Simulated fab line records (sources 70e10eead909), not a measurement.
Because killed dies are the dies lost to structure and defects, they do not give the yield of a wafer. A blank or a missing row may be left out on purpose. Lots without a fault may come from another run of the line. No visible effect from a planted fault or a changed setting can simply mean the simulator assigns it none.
Chamber matching | flow nandHarc | NHARC_A_STAIRCASE_TRIM_187 on rieDiel-06: 4 sister chambers
The step chemistry O2, time 211.2 s. 22 wafers are shown with their chamber, then 11 later ones without.

== WAFERS, EACH WITH ITS CHAMBER ==
wafer  | chamber | showerheadPlenumPTorr (Torr) | oesProductAu (a.u.) | rfVppV (V)
L078.1 | 1       | 3.56                         | 1.007               | 57.5
L078.3 | 3       | 3.31                         | 0.983               | 57.6
L078.6 | 1       | 3.56                         | 1.006               | 58.5
L079.1 | 2       | 3.81                         | 1.002               | 58.0
L079.3 | 1       | 3.56                         | 1.010               | 57.4
L079.5 | 3       | 3.30                         | 0.969               | 56.2
L082.1 | 2       | 3.80                         | 1.008               | 58.6
L082.2 | 3       | 3.30                         | 0.986               | 57.2
L082.4 | 0       | 3.41                         | 1.002               | 57.0
L083.1 | 1       | 3.56                         | 1.021               | 56.5
L083.2 | 2       | 3.80                         | 1.015               | 59.0
L083.5 | 2       | 3.80                         | 1.003               | 58.1
L084.3 | 2       | 3.80                         | 1.013               | 57.0
L084.4 | 3       | 3.30                         | 0.987               | 56.0
L084.5 | 0       | 3.41                         | 0.992               | 56.0
L087.2 | 3       | 3.29                         | 1.006               | 57.8
L087.3 | 1       | 3.55                         | 1.022               | 59.7
L087.5 | 3       | 3.30                         | 0.994               | 56.8
L086.1 | 2       | 3.80                         | 0.995               | 59.1
L086.3 | 0       | 3.41                         | 0.974               | 57.9
L086.5 | 3       | 3.29                         | 0.985               | 56.7
L092.2 | 1       | 3.55                         | 1.004               | 57.4

SIGNATURES (means of the wafers above)
reading               | chamber 0 | chamber 1 | chamber 2 | chamber 3 | scatter within a chamber
showerheadPlenumPTorr | 3.4100    | 3.5567    | 3.8017    | 3.2986    | 0.00528
oesProductAu          | 0.98933   | 1.01167   | 1.00600   | 0.98714   | 0.00985
rfVppV                | 56.967    | 57.833    | 58.300    | 56.900    | 0.875
Rule: for each reading, subtract the chamber's mean from the wafer's reading, divide by that reading's scatter and square the result; add these up over the readings and take the root, which gives the wafer's distance from the chamber. If the next closest chamber is less than 2 further off than the closest, the wafer can't be placed; otherwise it belongs to the closest. The scatter: the root of (the sum of the squares of (reading less its chamber's mean) over the shown wafers, divided by (wafers less chambers)).

== WAFERS MISSING THEIR CHAMBER ==
wafer  | showerheadPlenumPTorr (Torr) | oesProductAu (a.u.) | rfVppV (V)
L092.3 | 3.40                         | 0.980               | 59.1
L092.6 | 3.55                         | 1.005               | 57.7
L093.1 | 3.55                         | 1.013               | 57.8
L093.3 | 3.40                         | 0.996               | 56.8
L093.5 | 3.79                         | 0.998               | 58.2
L094.2 | 3.40                         | 0.993               | 57.7
L094.4 | 3.79                         | 1.003               | 58.1
L094.6 | 3.29                         | 0.990               | 56.8
L095.1 | 3.79                         | 1.009               | 58.7
L095.4 | 3.54                         | 1.016               | 57.9
L095.6 | 3.79                         | 0.999               | 60.1

== WHICH CHAMBER EACH ONE RAN IN ==
wafer  | from the rows above | in truth
L092.3 | 0                   | 0
L092.6 | 1                   | 1
L093.1 | 1                   | 1
L093.3 | 0                   | 0
L093.5 | 2                   | 2
L094.2 | 0                   | 0
L094.4 | 2                   | 2
L094.6 | 3                   | 3
L095.1 | 2                   | 2
L095.4 | 1                   | 1
L095.6 | 2                   | 2
Placed correctly: 11 of 11. Not placeable from these rows: 0. Placed wrongly: 0.
